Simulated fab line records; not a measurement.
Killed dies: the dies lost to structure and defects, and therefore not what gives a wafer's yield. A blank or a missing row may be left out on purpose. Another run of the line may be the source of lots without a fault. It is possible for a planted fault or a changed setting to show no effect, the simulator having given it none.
The tool behind it: which one? + flow nand-harc + 12 lots with 36 wafers sampled at 2 steps, on a route of 1159 steps

## WHAT EACH GAUGE READ, for each wafer
NHARC_A_M0_INSPECT_11.
| lot  | measured     | on                | raw-defect-count |
|------|--------------|-------------------|------------------|
| L077 | day 18 02:41 | defect-inspect-01 | 10 8 10          |
| L078 | day 18 23:16 | defect-inspect-01 | 20 20 23         |
| L079 | day 18 23:49 | defect-inspect-01 | 11 8 9           |
| L081 | day 19 06:46 | defect-inspect-01 | 47 39 40         |
| L082 | day 19 21:32 | defect-inspect-01 | 59 58 40         |
| L084 | day 20 09:49 | defect-inspect-01 | 17 14 18         |
| L086 | day 20 18:56 | defect-inspect-02 | 24 22 22         |
| L090 | day 21 03:59 | defect-inspect-02 | 37 34 43         |
| L091 | day 21 20:05 | defect-inspect-01 | 42 51 50         |
| L093 | day 22 01:14 | defect-inspect-01 | 28 14 12         |
| L095 | day 22 19:36 | defect-inspect-02 | 44 51 45         |
| L096 | day 22 22:46 | defect-inspect-01 | 19 10 21         |

## WHICH TOOL RAN EACH LOT (tool, then ch and the chambers of the sampled wafers, then the start)
| lot  | NHARC_A_BLC_ALD_23                  |
|------|-------------------------------------|
| L077 | ald-metal-02 ch 0,1,3, day 18 00:29 |
| L078 | ald-metal-01 ch 1,2, day 18 19:22   |
| L079 | ald-metal-04 ch 1,2, day 18 20:18   |
| L081 | ald-metal-04 ch 2,3, day 19 01:56   |
| L082 | ald-metal-04 ch 0,1,3, day 19 19:23 |
| L084 | ald-metal-04 ch 1,2,3, day 20 04:45 |
| L086 | ald-metal-04 ch 1,2,3, day 20 13:53 |
| L090 | ald-metal-01 ch 0,1, day 20 20:35   |
| L091 | ald-metal-04 ch 1,2, day 21 16:01   |
| L093 | ald-metal-04 ch 2,3, day 21 18:23   |
| L095 | ald-metal-04 ch 0,1, day 22 17:14   |
| L096 | ald-metal-02 ch 0,1,2, day 22 20:34 |
- NHARC_A_BLC_ALD_23: deposits TiN, target thk 3 nm, pulse time 1 s, ald cycles 150.

## THE ANSWER, worked out from the rows above alone
Rule: what is usual is taken from the lots themselves. Put in order of their means at a reading, lots are off if they are a third of the lots or fewer, leave a main group of 4 or more, and stand apart from it by a gap of 3 or more times the standard deviation of the main group's means; of several such gaps the widest counts. A main group whose means are all the same, to the digits that the tables above print for the reading, isn't used. A lot without any number at a reading at which 4 lots or more have one is off too. All remaining lots with rows at the step are treated as sound.
No lot is off at any reading shown: from this, nothing can be told.

## WHAT THE SIMULATOR HAD PUT IN
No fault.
